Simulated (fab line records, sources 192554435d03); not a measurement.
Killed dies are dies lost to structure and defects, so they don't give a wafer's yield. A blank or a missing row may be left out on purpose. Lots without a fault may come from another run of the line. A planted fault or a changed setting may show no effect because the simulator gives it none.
Which tool did it? | flow n5_finfet | 10 lots, 30 wafers sampled, at 5 steps of a route of 1938

WHAT THE GAUGES READ, wafer by wafer
N5_STI_FIN_REVEAL_CD_MEAS_22: target cd 6.238 nm, pitch 28 nm. Usual: cd_nm 6.18 nm, standard deviation 0.25.
lot  | measured    | on        | cd_nm (nm)     | flag
L159 | day 3 00:59 | cd_sem-02 | 6.19 6.34 5.93 |
L160 | day 3 07:13 | cd_sem-01 | 5.97 6.22 6.72 |
L162 | day 3 21:05 | cd_sem-03 | 6.27 6.43 5.62 |
L164 | day 4 10:25 | cd_sem-01 | 6.48 6.38 6.19 |
L165 | day 4 13:48 | cd_sem-01 | 5.47 6.10 5.90 |
L166 | day 4 19:25 | cd_sem-02 | 6.27 6.03 6.44 |
L167 | day 5 02:29 | cd_sem-03 | 6.20 6.12 5.98 |
L175 | day 7 04:20 | cd_sem-01 | 6.27 6.11 6.31 |
L177 | day 7 16:18 | cd_sem-03 | 5.74 6.63 6.62 |
L180 | day 8 07:02 | cd_sem-01 | 5.89 6.41 6.17 |

N5_STI_FIN_REVEAL_INSPECT_13: inspects for defects (darkfield). Usual: raw_defect_count 13, standard deviation 5.3.
lot  | measured    | on                | raw_defect_count | flag
L159 | day 3 01:06 | defect_inspect-01 | 9 10 11          |
L160 | day 3 07:20 | defect_inspect-01 | 27 11 11         |
L162 | day 3 21:12 | defect_inspect-01 | 11 8 13          |
L164 | day 4 10:32 | defect_inspect-02 | 9 10 11          |
L165 | day 4 13:55 | defect_inspect-02 | 9 14 21          |
L166 | day 4 19:32 | defect_inspect-02 | 13 9 6           |
L167 | day 5 02:37 | defect_inspect-02 | 7 13 11          |
L175 | day 7 04:28 | defect_inspect-02 | 506 508 505      | OFF
L177 | day 7 16:25 | defect_inspect-02 | 503 507 522      | OFF
L180 | day 8 07:10 | defect_inspect-02 | 31 10 13         |

N5_BEOL_M4_RC_MEAS_101. Usual: DIBL_N 35.8 mV/V, standard deviation 1.8; DIBL_P 35.6 mV/V, standard deviation 2; IOFF_N 0.148 nA/um, standard deviation 0.028; IOFF_P 0.20 nA/um, standard deviation 0.034; ION_N 672 uA/um, standard deviation 12; ION_P 462 uA/um, standard deviation 8.5; SS_N 71.2 mV/dec, standard deviation 0.65; SS_P 73.1 mV/dec, standard deviation 0.67; VT_N 251 mV, standard deviation 3.3; VT_P -251 mV, standard deviation 3.8.
lot  | measured     | on        | DIBL_N (mV/V)  | DIBL_P (mV/V)  | IOFF_N (nA/um)    | IOFF_P (nA/um) | ION_N (uA/um) | ION_P (uA/um) | SS_N (mV/dec)  | SS_P (mV/dec)  | VT_N (mV)   | VT_P (mV)      | flag
L159 | day 8 00:16  | prober-01 | 35.3 34.6 35.5 | 35.9 34.8 35.3 | 0.161 0.154 0.159 | 0.22 0.20 0.22 | 685 675 682   | 471 462 471   | 71.8 71.3 72.4 | 73.3 73.1 72.5 | 252 250 252 | -248 -248 -248 |
L160 | day 9 00:37  | prober-01 | 36.3 36.9 38.3 | 34.1 34.5 36.7 | 0.138 0.141 0.175 | 0.20 0.21 0.24 | 662 675 677   | 464 469 468   | 71.5 70.9 71.1 | 73.2 73.8 73.7 | 253 253 247 | -248 -248 -248 |
L162 | day 9 04:34  | prober-01 | 37.6 37.9 36.8 | 36.9 37.5 35.5 | 0.169 0.162 0.147 | 0.20 0.22 0.18 | 693 684 675   | 465 461 462   | 71.9 71.7 71.4 | 73.8 74.0 72.9 | 245 247 251 | -252 -249 -254 |
L164 | day 9 10:25  | prober-01 | 38.1 37.8 37.9 | 36.8 36.6 36.3 | 0.191 0.178 0.174 | 0.26 0.26 0.23 | 692 686 685   | 481 475 468   | 71.9 71.9 71.4 | 72.9 73.2 73.2 | 247 247 248 | -244 -242 -246 |
L165 | day 9 12:13  | prober-01 | 33.9 36.2 36.4 | 31.6 35.5 35.4 | 0.107 0.157 0.153 | 0.17 0.23 0.22 | 652 682 667   | 459 474 462   | 70.5 71.4 71.6 | 72.6 73.2 73.1 | 255 250 250 | -251 -246 -247 |
L166 | day 10 02:16 | prober-02 | 34.6 35.9 35.2 | 34.3 35.7 34.7 | 0.121 0.136 0.137 | 0.19 0.21 0.19 | 663 674 677   | 457 467 468   | 70.1 71.3 70.8 | 73.5 72.8 72.4 | 253 252 250 | -249 -247 -249 |
L167 | day 10 05:30 | prober-01 | 38.0 34.9 33.6 | 37.4 34.3 32.3 | 0.178 0.117 0.105 | 0.21 0.17 0.14 | 676 656 661   | 456 454 450   | 71.5 71.0 69.8 | 73.8 73.0 72.1 | 252 255 255 | -254 -252 -256 |
L175 | day 12 03:19 | prober-01 | 38.5 35.8 35.6 | 39.8 34.5 36.1 | 0.191 0.137 0.146 | 0.25 0.17 0.18 | 679 663 683   | 463 454 466   | 72.1 71.6 71.5 | 73.7 73.0 73.1 | 248 252 251 | -248 -252 -255 |
L177 | day 12 19:14 | prober-02 | 36.4 39.3 37.4 | 33.2 36.0 35.8 | 0.145 0.208 0.170 | 0.16 0.19 0.20 | 671 659 685   | 454 443 459   | 71.8 72.7 71.3 | 73.0 73.9 73.8 | 253 249 249 | -257 -253 -250 |
L180 | day 13 22:43 | prober-02 | 34.5 35.1 35.3 | 34.1 35.6 35.2 | 0.145 0.163 0.164 | 0.19 0.21 0.21 | 673 687 692   | 471 470 469   | 70.7 70.5 70.9 | 72.4 72.9 72.9 | 249 246 247 | -249 -247 -247 |

WHICH TOOL RAN EACH LOT (tool, then ch and the chambers of the sampled wafers, then the start)
lot  | N5_FIN_CUT_STRIP_24               | N5_STI_FIN_REVEAL_PRECLEAN_26
L159 | rie_diel-01 ch 2,3, day 2 15:53   | wet_bench-06 ch 0,1,4, day 2 22:14
L160 | rie_diel-01 ch 2,3, day 2 21:23   | wet_bench-05 ch 0,1,4, day 3 04:29
L162 | rie_diel-02 ch 0,1,3, day 3 10:50 | wet_bench-05 ch 2,3,5, day 3 18:21
L164 | rie_diel-02 ch 0,2,3, day 4 00:18 | wet_bench-06 ch 1,2,6, day 4 07:40
L165 | rie_diel-01 ch 1,2, day 4 04:41   | wet_bench-05 ch 1,2,7, day 4 11:04
L166 | rie_diel-02 ch 0,2,3, day 4 10:14 | wet_bench-05 ch 1,2,7, day 4 16:40
L167 | rie_diel-01 ch 1,2,3, day 4 16:10 | wet_bench-06 ch 2,4,5, day 4 23:45
L175 | rie_diel-01 ch 0,1,2, day 6 16:16 | wet_bench-06 ch 2,5,7, day 6 22:57
L177 | rie_diel-02 ch 2,3, day 7 06:14   | wet_bench-06 ch 1,3,6, day 7 13:34
L180 | rie_diel-04 ch 0,1,3, day 7 21:16 | wet_bench-05 ch 3,4,6, day 8 04:19
- N5_FIN_CUT_STRIP_24: strips in CF4.
- N5_STI_FIN_REVEAL_PRECLEAN_26: cleans in SC1, time 45 s.

WHAT THE TOOLS THEMSELVES READ (means of the sampled wafers that have a number; where no wafer has one, the mark that the record gives instead)
N5_FIN_CUT_STRIP_24. Usual: cf4_flow_sccm 150.0 sccm, standard deviation 0.42; drypump_motor_current_A 5.5 A, standard deviation 0.49; oes_product_au 0.75 a.u., standard deviation 0.076; rf_vpp_V 271.6 V, standard deviation 1.4; showerhead_plenum_p_Torr 1.81 Torr, standard deviation 0.056; throttle_valve_pct 13.61 %, standard deviation 0.18.
lot  | tool        | cf4_flow_sccm (sccm) | drypump_motor_current_A (A) | oes_product_au (a.u.) | rf_vpp_V (V) | showerhead_plenum_p_Torr (Torr) | throttle_valve_pct (%) | flag
L159 | rie_diel-01 | 150.1                | 5.5                         | 0.75                  | 271.9        | 1.82                            | 13.61                  |
L160 | rie_diel-01 | 150.3                | 5.5                         | 0.74                  | 271.9        | 1.82                            | 13.61                  |
L162 | rie_diel-02 | 150.0                | 5.7                         | 0.80                  | 272.6        | 1.83                            | 13.55                  |
L164 | rie_diel-02 | 149.9                | 5.5                         | 0.79                  | 271.9        | 1.80                            | 13.46                  |
L165 | rie_diel-01 | 150.2                | 5.6                         | 0.72                  | 271.0        | 1.78                            | 13.60                  |
L166 | rie_diel-02 | 149.8                | 5.5                         | 0.78                  | 271.9        | 1.80                            | 13.47                  |
L167 | rie_diel-01 | 150.3                | 5.7                         | 0.71                  | 271.9        | 1.81                            | 13.61                  |
L175 | rie_diel-01 | 150.3                | 5.6                         | 0.75                  | 271.5        | 1.80                            | 13.55                  |
L177 | rie_diel-02 | 150.2                | 5.1                         | 0.77                  | 270.3        | 1.78                            | 13.51                  |
L180 | rie_diel-04 | 149.8                | 5.5                         | 0.78                  | 270.7        | 1.78                            | 13.67                  |

N5_STI_FIN_REVEAL_PRECLEAN_26. Usual: h2o2_flow_mL_min 29.12, standard deviation 0.11.
lot  | tool         | h2o2_flow_mL_min | flag
L159 | wet_bench-06 | 29.08            |
L160 | wet_bench-05 | 29.06            |
L162 | wet_bench-05 | 29.05            |
L164 | wet_bench-06 | 29.11            |
L165 | wet_bench-05 | 29.14            |
L166 | wet_bench-05 | 29.08            |
L167 | wet_bench-06 | 29.17            |
L175 | wet_bench-06 | 29.22            |
L177 | wet_bench-06 | 29.15            |
L180 | wet_bench-05 | 29.07            |

THE ANSWER, worked out from the rows above alone
Rule: a lot is off if the mean of its wafers that have a number lies more than 3 standard deviations from the usual mean. A lot without any number at a reading at which 4 lots or more have one is off too. The other lots that the step has rows for count as sound. The gauges are gone through in route order, then the tools' own readings, and for those a lot's mean is taken as printed above. The first step at which some lot is off is used, and at that step the reading that is off furthest; a lot without a number counts as furthest.
Off: L175, L177, at N5_STI_FIN_REVEAL_INSPECT_13 (raw_defect_count).
A tool fits if, at a process step before that reading, it ran every lot that is off, and no sound lot after the first of them. The gauges at N5_STI_FIN_REVEAL_INSPECT_13 are tried like those tools. One fits: wet_bench-06 at N5_STI_FIN_REVEAL_PRECLEAN_26. Its last sound lot is L167 (day 4 23:45), its first lot that is off L175 (day 6 22:57): a fault that began between those two fits.

WHAT THE SIMULATOR HAD PUT IN
Chamber particle source: wet_bench-06, from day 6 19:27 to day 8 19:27, at N5_STI_FIN_REVEAL_PRECLEAN_26. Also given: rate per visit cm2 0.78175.
Lots struck among those shown: L175, L177. The rule above found the same.
